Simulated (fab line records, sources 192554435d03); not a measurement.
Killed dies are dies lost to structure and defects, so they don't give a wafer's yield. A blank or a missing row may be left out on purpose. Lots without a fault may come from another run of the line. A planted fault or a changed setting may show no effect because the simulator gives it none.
A struck lot beside a sound one | flow n5_finfet | 27 steps out of a route of 1938
Sound: wafers L880.3, L880.5, L880.6. Struck: wafer L898.3. (L898.5, L898.6 of the same lot were not struck and are left out.) The cause comes at the end.
At each step with rows: each side's tool, then ch and its chambers, then its first start. Under that, the readings that differ: sound wafers | struck wafers | difference of the means | sigmas: that difference in standard deviations of wafers without a fault.
alike: readings whose means differ by less than 2 such deviations, and words and numbers that are the same on both sides. not compared: withheld readings, readings that some wafer has no value for, bounds like >300 that may hide the same value, and numbers for which the record gives no deviation and whose values overlap.
The two part at a step that has a row with sigmas, a row that says differs or no value, or rows on one side only. Numbers that don't overlap but have no deviation are shown without sigmas and don't part them. A reading that every wafer of one side lacks parts them only if that side has two wafers or more.

first, 1 step without rows for these wafers: N5_BEOL_M15_STRIP_63 (strips in O2).
N5_BEOL_M15_STRIP_64: strips in O2.
  sound on rie_diel-03 ch 0,1,2; struck on rie_diel-03 ch 2
  reading      | sound       | struck | difference | sigmas
  rf_vpp_V (V) | 3.7 4.5 3.1 | 2.7    | -1.1       | -2
  alike: drypump_motor_current_A, o2_flow_sccm, oes_product_au, showerhead_plenum_p_Torr, temp_c, throttle_valve_pct
  not compared: rf_hours_counter_h
then, 2 steps without rows for these wafers: N5_BEOL_M15_STRIP_65 (strips in post etch residue remover, time 60 s); N5_BEOL_M15_SRD_66 (time 30 s, dry time 30 s).
N5_BEOL_M15_CD_MEAS_17: target cd 360 nm.
  sound on cd_sem-02, day 12 05:52; struck on cd_sem-02, day 16 12:39
  alike: cd_nm
then, 7 steps without rows for these wafers: N5_BEOL_M15_COAT_56 (time 60 s, resist thk 550 nm); N5_BEOL_M15_ETCH_57 (etches SOC in N2/H2, time 750 s); N5_BEOL_M15_COAT_60 (time 60 s, resist thk 89 nm); N5_BEOL_M15_COAT_22 (resist thk 800 nm); N5_BEOL_M15_EBR_24; N5_BEOL_M15_SOFTBAKE_23 (time 60 s); N5_BEOL_M15_EXPOSE_25 (exposes mask M15, target cd 400 nm).
N5_BEOL_M15_PEB_26: peb time 90 s.
  sound on litho_track-05 ch 0, day 12 07:01; struck on litho_track-05 ch 0, day 16 14:17
  alike: heater_power_total_W
then, 2 steps without rows for these wafers: N5_BEOL_M15_DEVELOP_27 (develop time 45 s); N5_BEOL_M15_HARDBAKE_32 (time 120 s).
N5_BEOL_M15_CD_MEAS_28: target cd 407.6 nm.
  sound on cd_sem-02 ch 0, day 12 07:08; struck on cd_sem-02 ch 0, day 16 14:24
  reading    | sound             | struck | difference | sigmas
  cd_nm (nm) | 410.0 410.2 411.2 | 416.4  | +5.9       | +4
N5_BEOL_M15_OVL_MEAS_29:
  sound on overlay-01 ch 0, day 12 07:10; struck on overlay-01 ch 0, day 16 14:26
  alike: M15_OVL
N5_BEOL_M15_INSPECT_30: inspects for defects (macro).
  sound on defect_inspect-01, day 12 07:11; struck on defect_inspect-02, day 16 14:28
  alike: raw_defect_count
N5_BEOL_M15_DESCUM_33: chemistry O2, time 7.9 s.
  sound on rie_diel-05 ch 0,3, day 12 08:04; struck on rie_diel-02 ch 2, day 16 14:29
  reading                   | sound           | struck | difference                   | sigmas
  rf_hours_counter_h (h)    | - - -           | 213    | no value on the sound wafers |
  model.BEOL_M15.cd_nm (nm) | 410 410.2 410.8 | 416    | +6                           |
  alike: bias_power_w, drypump_motor_current_A, o2_flow_sccm, oes_product_au, rf_vpp_V, showerhead_plenum_p_Torr, temp_c, throttle_valve_pct
N5_BEOL_M15_ETCH_61: etches BARC in N2/H2, target depth 89 nm, overetch 26.7 nm, time 67.9 s.
  sound on rie_diel-05 ch 0,3, day 12 08:07; struck on rie_diel-02 ch 2, day 16 14:31
  reading                | sound | struck | difference                   | sigmas
  rf_hours_counter_h (h) | - - - | 213    | no value on the sound wafers |
  alike: drypump_motor_current_A, oes_product_au, rf_vpp_V, showerhead_plenum_p_Torr, throttle_valve_pct
N5_BEOL_M15_TRENCH_ETCH_34: etches SiO2 in C4F8/O2/Ar, target depth 872.93 nm, time 199 s.
  sound on rie_diel-05 ch 0,3, day 12 08:15; struck on rie_diel-02 ch 2, day 16 14:35
  reading                | sound | struck | difference                   | sigmas
  rf_hours_counter_h (h) | - - - | 213    | no value on the sound wafers |
  alike: drypump_motor_current_A, oes_product_au, rf_vpp_V, showerhead_plenum_p_Torr, throttle_valve_pct
then, 1 step without rows for these wafers: N5_BEOL_M15_STRIP_36 (strips in O2).
N5_BEOL_M15_STRIP_62: strips in O2.
  sound on rie_diel-03 ch 0,1,2; struck on rie_diel-05 ch 3
  alike: drypump_motor_current_A, o2_flow_sccm, oes_product_au, rf_vpp_V, showerhead_plenum_p_Torr, temp_c, throttle_valve_pct
  not compared: rf_hours_counter_h
N5_BEOL_M15_STRIP_37: strips in O2.
  sound on rie_diel-03 ch 0,1,2; struck on rie_diel-05 ch 3
  alike: drypump_motor_current_A, o2_flow_sccm, oes_product_au, rf_vpp_V, showerhead_plenum_p_Torr, temp_c, throttle_valve_pct
  not compared: rf_hours_counter_h
N5_BEOL_M15_ETCH_38: etches SiCN in CF4/N2, target depth 106.4 nm, time 120.5 s.
  sound on rie_diel-03 ch 0,1,2; struck on rie_diel-05 ch 3
  reading                   | sound             | struck | difference | sigmas
  rf_vpp_V (V)              | 382.3 382.6 382.7 | 378.7  | -3.8       | -2
  model.BEOL_M15.cd_nm (nm) | 401.8 402.6 403   | 407.4  | +4.9       |
  alike: drypump_motor_current_A, oes_product_au, showerhead_plenum_p_Torr, throttle_valve_pct
  not compared: rf_hours_counter_h
then, 1 step without rows for these wafers: N5_BEOL_M15_PRECLEAN_39 (cleans in residue remover, time 60 s).
N5_PASSIVATION_PROBE_49:
  the record has rows for the struck wafers here (prober-02, day 17 08:29) and none for the sound ones

WHERE THEY PART
First at N5_BEOL_M15_STRIP_64; last, within this record, at N5_PASSIVATION_PROBE_49.

WHY: what the simulator had put in
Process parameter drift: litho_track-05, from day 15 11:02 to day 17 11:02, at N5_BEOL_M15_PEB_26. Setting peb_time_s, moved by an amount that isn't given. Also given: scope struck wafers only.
